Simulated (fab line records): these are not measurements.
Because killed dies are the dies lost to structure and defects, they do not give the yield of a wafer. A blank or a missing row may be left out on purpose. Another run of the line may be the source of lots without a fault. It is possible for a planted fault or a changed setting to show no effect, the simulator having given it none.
Which tool did it?    flow n5-finfet    24 lots, 72 wafers sampled, at 6 steps of a route of 1938

== WHAT THE GAUGES READ, wafer by wafer ==
N5_BEOL_M6_THK_MEAS_01. Usual: M6_ILD_THK 155.1 nm, standard deviation 1.9.
lot   measured      on             M6_ILD_THK (nm)    flag
L074  day 9 15:23   film-metro-01  153.9 154.2 155.1  
L076  day 10 02:07  film-metro-02  154.0 156.1 156.2  
L075  day 10 03:09  film-metro-02  153.5 155.5 156.2  
L079  day 10 20:42  film-metro-01  159.0 157.2 159.0  
L077  day 10 21:30  film-metro-01  154.6 156.3 156.1  
L078  day 11 03:25  film-metro-02  155.7 159.3 157.4  
L081  day 11 03:48  film-metro-01  153.6 157.4 158.1  
L080  day 11 09:04  film-metro-02  154.4 156.5 156.7  
L083  day 11 21:52  film-metro-02  155.7 160.1 158.2  
L082  day 12 08:07  film-metro-02  153.4 155.9 153.6  
L084  day 12 14:16  film-metro-01  152.7 151.6 156.2  
L085  day 12 22:45  film-metro-01  155.8 158.0 157.3  
L086  day 12 23:13  film-metro-02  156.4 157.8 156.8  
L087  day 13 04:41  film-metro-02  156.5 155.8 155.4  
L089  day 13 05:11  film-metro-01  154.4 152.4 153.5  
L088  day 13 21:26  film-metro-02  154.3 153.1 154.7  
L090  day 14 00:28  film-metro-01  155.0 156.8 156.4  
L091  day 14 00:55  film-metro-01  152.7 153.4 155.5  
L092  day 14 08:06  film-metro-01  152.0 155.1 157.2  
L093  day 14 10:04  film-metro-01  151.9 153.6 155.8  
L094  day 14 20:09  film-metro-02  153.1 156.0 156.3  
L095  day 15 17:32  film-metro-01  156.5 155.3 156.4  
L096  day 15 22:34  film-metro-01  152.6 151.9 154.2  
L097  day 16 03:38  film-metro-02  154.8 155.1 155.8  

N5_BEOL_M6_INSPECT_30: inspects for defects (brightfield). Usual: raw-defect-count reads 399 (standard deviation 88).
lot   measured      on                 raw-defect-count  flag
L074  day 9 19:23   defect-inspect-02  387 444 390       
L076  day 10 06:23  defect-inspect-01  397 330 405       
L075  day 10 06:26  defect-inspect-02  339 380 446       
L079  day 11 04:13  defect-inspect-01  364 538 459       
L077  day 11 04:16  defect-inspect-02  251 353 238       
L078  day 11 05:52  defect-inspect-01  448 354 401       
L081  day 11 06:07  defect-inspect-02  496 669 432       
L080  day 11 11:45  defect-inspect-01  387 372 462       
L083  day 12 03:23  defect-inspect-02  379 416 307       
L082  day 12 15:07  defect-inspect-01  379 367 385       
L084  day 12 17:59  defect-inspect-02  381 292 236       
L085  day 13 03:53  defect-inspect-02  464 510 493       
L086  day 13 05:34  defect-inspect-01  519 503 465       
L087  day 13 10:29  defect-inspect-02  204 352 321       
L089  day 13 10:32  defect-inspect-02  385 554 524       
L088  day 14 01:41  defect-inspect-02  446 484 471       
L090  day 14 04:28  defect-inspect-01  372 485 390       
L091  day 14 05:09  defect-inspect-01  311 399 323       
L092  day 14 11:46  defect-inspect-02  389 343 478       
L093  day 14 13:06  defect-inspect-01  318 185 492       
L094  day 14 23:55  defect-inspect-02  311 355 265       
L095  day 16 00:04  defect-inspect-02  428 365 347       
L096  day 16 01:54  defect-inspect-02  389 413 362       
L097  day 16 06:58  defect-inspect-02  451 450 480       

== TOOL THAT RAN EACH LOT (tool first, then ch and the chambers of the sampled wafers, then the start) ==
lot   N5_BEOL_M5_ANNEAL_89          N5_BEOL_M5_ANNEAL_51              N5_BEOL_M5_CMP_52              N5_BEOL_M6_HM_DEP_02
L074  pvd-sputter-01, day 9 12:41   rtp-anneal-02 ch 0, day 9 13:53   cmp-02 ch 0,2, day 9 14:11     pvd-sputter-01, day 9 17:40
L076  pvd-sputter-02, day 9 23:22   rtp-anneal-02 ch 0, day 10 00:37  cmp-01 ch 0,1,3, day 10 00:53  pvd-sputter-01, day 10 02:26
L075  pvd-sputter-03, day 10 00:27  rtp-anneal-01 ch 0, day 10 01:40  cmp-01 ch 1,2,3, day 10 01:59  pvd-sputter-02, day 10 03:18
L079  pvd-sputter-01, day 10 17:59  rtp-anneal-02 ch 0, day 10 19:20  cmp-03 ch 0,3, day 10 19:32    pvd-sputter-02, day 11 00:43
L077  pvd-sputter-03, day 10 18:38  rtp-anneal-02 ch 0, day 10 20:00  cmp-03 ch 0,2,3, day 10 20:21  pvd-sputter-02, day 11 00:55
L078  pvd-sputter-03, day 11 00:14  rtp-anneal-01 ch 0, day 11 01:26  cmp-01 ch 0,3, day 11 01:44    pvd-sputter-01, day 11 04:26
L081  pvd-sputter-01, day 11 00:28  rtp-anneal-02 ch 0, day 11 01:40  cmp-03 ch 0,3, day 11 02:22    pvd-sputter-01, day 11 04:32
L080  pvd-sputter-02, day 11 06:16  rtp-anneal-01 ch 0, day 11 07:31  cmp-01 ch 1,2, day 11 07:53    pvd-sputter-03, day 11 10:02
L083  pvd-sputter-03, day 11 18:29  rtp-anneal-01 ch 0, day 11 19:41  cmp-03 ch 0,1,3, day 11 20:44  pvd-sputter-01, day 12 00:47
L082  pvd-sputter-03, day 12 02:12  rtp-anneal-01 ch 0, day 12 03:26  cmp-01 ch 0,2,3, day 12 06:11  pvd-sputter-01, day 12 10:30
L084  pvd-sputter-03, day 12 09:18  rtp-anneal-02 ch 0, day 12 10:33  cmp-01 ch 1,2, day 12 10:59    pvd-sputter-03, day 12 15:25
L085  pvd-sputter-01, day 12 17:22  rtp-anneal-02 ch 0, day 12 18:40  cmp-03 ch 0,2, day 12 18:52    pvd-sputter-03, day 13 02:17
L086  pvd-sputter-02, day 12 17:49  rtp-anneal-02 ch 0, day 12 19:17  cmp-01 ch 0,1,3, day 12 21:14  pvd-sputter-02, day 13 02:23
L087  pvd-sputter-03, day 13 00:59  rtp-anneal-02 ch 0, day 13 02:20  cmp-03 ch 0,2,3, day 13 03:20  pvd-sputter-01, day 13 06:21
L089  pvd-sputter-02, day 13 01:13  rtp-anneal-02 ch 0, day 13 02:34  cmp-02 ch 2,3, day 13 03:19    pvd-sputter-01, day 13 06:33
L088  pvd-sputter-02, day 13 18:44  rtp-anneal-02 ch 0, day 13 19:56  cmp-02 ch 1,3, day 13 20:17    pvd-sputter-02, day 13 22:35
L090  pvd-sputter-03, day 13 21:43  rtp-anneal-01 ch 0, day 13 22:55  cmp-01 ch 1,2, day 13 23:15    pvd-sputter-02, day 14 02:28
L091  pvd-sputter-01, day 13 21:54  rtp-anneal-02 ch 0, day 13 23:20  cmp-02 ch 0,1,2, day 13 23:38  pvd-sputter-02, day 14 02:34
L092  pvd-sputter-03, day 14 04:54  rtp-anneal-01 ch 0, day 14 06:09  cmp-01 ch 2,3, day 14 06:24    pvd-sputter-01, day 14 10:16
L093  pvd-sputter-01, day 14 07:20  rtp-anneal-02 ch 0, day 14 08:36  cmp-02 ch 0,1,2, day 14 08:51  pvd-sputter-01, day 14 10:34
L094  pvd-sputter-03, day 14 17:27  rtp-anneal-01 ch 0, day 14 18:42  cmp-02 ch 2,3, day 14 18:59    pvd-sputter-03, day 14 20:58
L095  pvd-sputter-03, day 15 13:58  rtp-anneal-01 ch 0, day 15 15:10  cmp-02 ch 0,1,3, day 15 16:21  pvd-sputter-03, day 15 19:52
L096  pvd-sputter-02, day 15 19:52  rtp-anneal-02 ch 0, day 15 21:07  cmp-01 ch 0,1, day 15 21:24    pvd-sputter-03, day 15 23:56
L097  pvd-sputter-02, day 16 00:55  rtp-anneal-02 ch 0, day 16 02:08  cmp-02 ch 1,2, day 16 02:28    pvd-sputter-03, day 16 04:27
- N5_BEOL_M5_ANNEAL_89: time 1800 s.
- N5_BEOL_M5_ANNEAL_51: time 90 s.
- N5_BEOL_M5_CMP_52: polishes, stops on SiCOH lowk, t overpolish 6.9 s, target thk 62 nm.
- N5_BEOL_M6_HM_DEP_02: deposits TiN, target thk 20 nm.

== WHAT THE TOOLS THEMSELVES READ (means of the sampled wafers that have a number; where no wafer has one, the mark that the record gives instead) ==
N5_BEOL_M5_ANNEAL_89. Usual: heater-power-w 822 W, standard deviation 50; susceptor_temp_C_max 401.0, standard deviation 0.51.
lot   tool            heater-power-w (W)  susceptor_temp_C_max  flag
L074  pvd-sputter-01  844                 400.6                 
L076  pvd-sputter-02  858                 400.9                 
L075  pvd-sputter-03  783                 401.1                 
L079  pvd-sputter-01  837                 400.9                 
L077  pvd-sputter-03  803                 400.9                 
L078  pvd-sputter-03  787                 401.2                 
L081  pvd-sputter-01  798                 400.8                 
L080  pvd-sputter-02  851                 400.6                 
L083  pvd-sputter-03  811                 401.1                 
L082  pvd-sputter-03  799                 401.5                 
L084  pvd-sputter-03  801                 400.6                 
L085  pvd-sputter-01  781                 400.8                 
L086  pvd-sputter-02  871                 401.3                 
L087  pvd-sputter-03  809                 400.9                 
L089  pvd-sputter-02  852                 401.3                 
L088  pvd-sputter-02  845                 400.9                 
L090  pvd-sputter-03  795                 401.2                 
L091  pvd-sputter-01  795                 400.7                 
L092  pvd-sputter-03  817                 401.1                 
L093  pvd-sputter-01  784                 401.0                 
L094  pvd-sputter-03  786                 400.6                 
L095  pvd-sputter-03  791                 400.8                 
L096  pvd-sputter-02  876                 401.3                 
L097  pvd-sputter-02  856                 401.2                 

N5_BEOL_M5_ANNEAL_51. Usual: wafer_temp_C_max reads 225.72 (standard deviation 0.2).
lot   tool           wafer_temp_C_max  flag
L074  rtp-anneal-02  225.87            
L076  rtp-anneal-02  225.55            
L075  rtp-anneal-01  225.82            
L079  rtp-anneal-02  225.94            
L077  rtp-anneal-02  225.75            
L078  rtp-anneal-01  225.62            
L081  rtp-anneal-02  225.75            
L080  rtp-anneal-01  225.78            
L083  rtp-anneal-01  225.64            
L082  rtp-anneal-01  225.74            
L084  rtp-anneal-02  225.64            
L085  rtp-anneal-02  225.68            
L086  rtp-anneal-02  225.76            
L087  rtp-anneal-02  225.55            
L089  rtp-anneal-02  225.82            
L088  rtp-anneal-02  225.77            
L090  rtp-anneal-01  226.06            
L091  rtp-anneal-02  226.02            
L092  rtp-anneal-01  225.76            
L093  rtp-anneal-02  225.46            
L094  rtp-anneal-01  225.75            
L095  rtp-anneal-01  225.67            
L096  rtp-anneal-02  225.61            
L097  rtp-anneal-02  225.64            

N5_BEOL_M5_CMP_52. Usual: barrier-field-endpoint-s 24.7 s, standard deviation 0.59; motor-current-A 5.9 A, standard deviation 0.61; overpolish-run-s 6.901 s, standard deviation 0.0088; time-to-endpoint-s 63.0 s, standard deviation 2.9.
lot   tool    barrier-field-endpoint-s (s)  motor-current-A (A)  overpolish-run-s (s)  time-to-endpoint-s (s)  flag
L074  cmp-02  25.1                          5.8                  6.891                 66.5                    
L076  cmp-01  24.2                          5.5                  6.905                 61.6                    
L075  cmp-01  24.3                          5.5                  6.909                 61.4                    
L079  cmp-03  24.4                          6.1                  6.901                 57.3                    
L077  cmp-03  23.7                          6.2                  6.904                 59.1                    
L078  cmp-01  25.2                          5.4                  6.902                 64.4                    
L081  cmp-03  24.4                          6.2                  6.905                 61.3                    
L080  cmp-01  25.0                          5.6                  6.909                 63.3                    
L083  cmp-03  25.3                          6.5                  6.894                 64.8                    
L082  cmp-01  25.0                          5.3                  6.901                 65.9                    
L084  cmp-01  24.7                          5.5                  6.901                 65.3                    
L085  cmp-03  24.9                          6.0                  6.900                 60.2                    
L086  cmp-01  24.5                          5.6                  6.896                 65.8                    
L087  cmp-03  24.8                          6.2                  6.907                 61.8                    
L089  cmp-02  23.9                          6.1                  6.901                 59.9                    
L088  cmp-02  24.9                          7.0                  6.902                 64.9                    
L090  cmp-01  26.0                          5.3                  6.899                 64.0                    
L091  cmp-02  25.1                          6.2                  6.899                 65.6                    
L092  cmp-01  25.2                          5.5                  6.897                 66.6                    
L093  cmp-02  24.7                          6.1                  6.890                 66.2                    
L094  cmp-02  25.4                          5.8                  6.894                 64.3                    
L095  cmp-02  24.3                          6.3                  6.896                 61.5                    
L096  cmp-01  24.8                          5.7                  6.899                 63.9                    
L097  cmp-02  24.5                          6.6                  6.909                 60.9                    

N5_BEOL_M6_HM_DEP_02. Usual: throttle-valve-pct reads 30.6 % (standard deviation 0.65).
lot   tool            throttle-valve-pct (%)  flag
L074  pvd-sputter-01  31.0                    
L076  pvd-sputter-01  31.0                    
L075  pvd-sputter-02  30.2                    
L079  pvd-sputter-02  30.3                    
L077  pvd-sputter-02  30.4                    
L078  pvd-sputter-01  30.8                    
L081  pvd-sputter-01  31.3                    
L080  pvd-sputter-03  30.1                    
L083  pvd-sputter-01  31.3                    
L082  pvd-sputter-01  30.5                    
L084  pvd-sputter-03  30.0                    
L085  pvd-sputter-03  30.1                    
L086  pvd-sputter-02  30.4                    
L087  pvd-sputter-01  30.7                    
L089  pvd-sputter-01  30.8                    
L088  pvd-sputter-02  29.9                    
L090  pvd-sputter-02  30.2                    
L091  pvd-sputter-02  30.3                    
L092  pvd-sputter-01  31.2                    
L093  pvd-sputter-01  30.9                    
L094  pvd-sputter-03  30.0                    
L095  pvd-sputter-03  30.1                    
L096  pvd-sputter-03  30.1                    
L097  pvd-sputter-03  30.3                    

== THE ANSWER, worked out from the rows above alone ==
Rule: a lot is off if the mean of its wafers that have a number lies more than 3 standard deviations from the usual mean. Also off: a lot with no number at a reading for which 4 or more lots have one. Where the step has rows for the other lots, those lots are counted as sound. After the gauges, taken in route order, come the tools' own readings; for these a lot's mean is taken, as printed above. At the first step where some lot is off, the reading lying furthest off is the one used; lots without a number count as furthest.
Nothing can be told from this: no lot is off at any reading shown.

== WHAT HAD BEEN PUT IN BY THE SIMULATOR ==
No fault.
